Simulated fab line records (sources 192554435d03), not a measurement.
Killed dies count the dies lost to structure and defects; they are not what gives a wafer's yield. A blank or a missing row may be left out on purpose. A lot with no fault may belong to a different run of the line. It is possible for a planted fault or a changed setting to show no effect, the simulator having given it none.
A single fault, viewed from 2 desks ; flow n5-finfet ; what lay behind the numbers comes last; until then each desk has only its own

## AT THE METROLOGY DESK
What the gauges read, lot by lot, whatever tool the lot ran on: means of the sampled wafers that have a number. Any lot whose mean is over 4 standard deviations away from the usual mean is out of limits and marked OUT; that distance is given in the brackets.
Columns: A = M4_THK at N5_BEOL_M4_THK_MEAS_53, usual 40.2 nm
lot;first seen here;A
L673;day 7 19:25;41.2
L674;day 8 14:14;40.6
L680;day 9 06:58;39.4
L679;day 9 21:35;42.1
L681;day 9 23:26;41.2
L682;day 10 01:29;39.4
L684;day 10 20:08;40.3
L687;day 11 01:22;41.2
L688;day 11 21:59;40.7
L693;day 13 03:43;40.3
L694;day 13 07:17;40.5
Finding of this desk: none of the 11 lots has anything out of limits.

## FOR THE TOOL OWNER'S DESK: litho-track-01
The tool's own readings at N5_BEOL_M5_COAT_59 (time 60 s, resist thk 60 nm): means of the sampled wafers that have a number, for each lot that ran on this tool. Any lot whose mean is over 4 standard deviations away from the usual mean is out of limits and marked OUT; that distance is given in the brackets.
Columns: A = heater-power-total-W at N5_BEOL_M5_COAT_59, usual 500.3 W; B = plate-temp-C at N5_BEOL_M5_COAT_59, usual 250.00 C; C = spin-speed-rpm at N5_BEOL_M5_COAT_59, usual 1500.1 rpm
lot;first seen here;A;B;C
L673;day 7 22:03;501.3;249.99;1500.5
L680;day 9 09:42;499.7;250.16;1499.3
L684;day 10 22:37;501.1;250.03;1499.6
L693;day 13 06:48;476.5 (-13) OUT;240.65 (-55) OUT;1499.7
L694;day 13 12:42;476.3 (-13) OUT;240.79 (-54) OUT;1499.5
Finding of this desk: L693, L694 out of limits; the first was L693 at day 13 06:48, on heater-power-total-W at N5_BEOL_M5_COAT_59. Within limits: L673, L680, L684.

## ALL TOGETHER
The tool owner's desk could have raised an alarm at day 13 06:48, on L693, L694.
At the metrology desk, nothing out of limits was observed.
The metrology desk has L693, L694 on record, within its limits.
Every lot named ran N5_BEOL_M5_COAT_59 on litho-track-01.

## WHAT WAS PUT IN BY THE SIMULATOR
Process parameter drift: litho-track-01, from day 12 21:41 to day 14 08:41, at N5_BEOL_M5_COAT_59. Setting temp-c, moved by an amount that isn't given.
Lots struck among those shown: L693, L694.
Delay in hours, fault start to first out-of-limits reading, by desk: the tool owner's desk at 9.
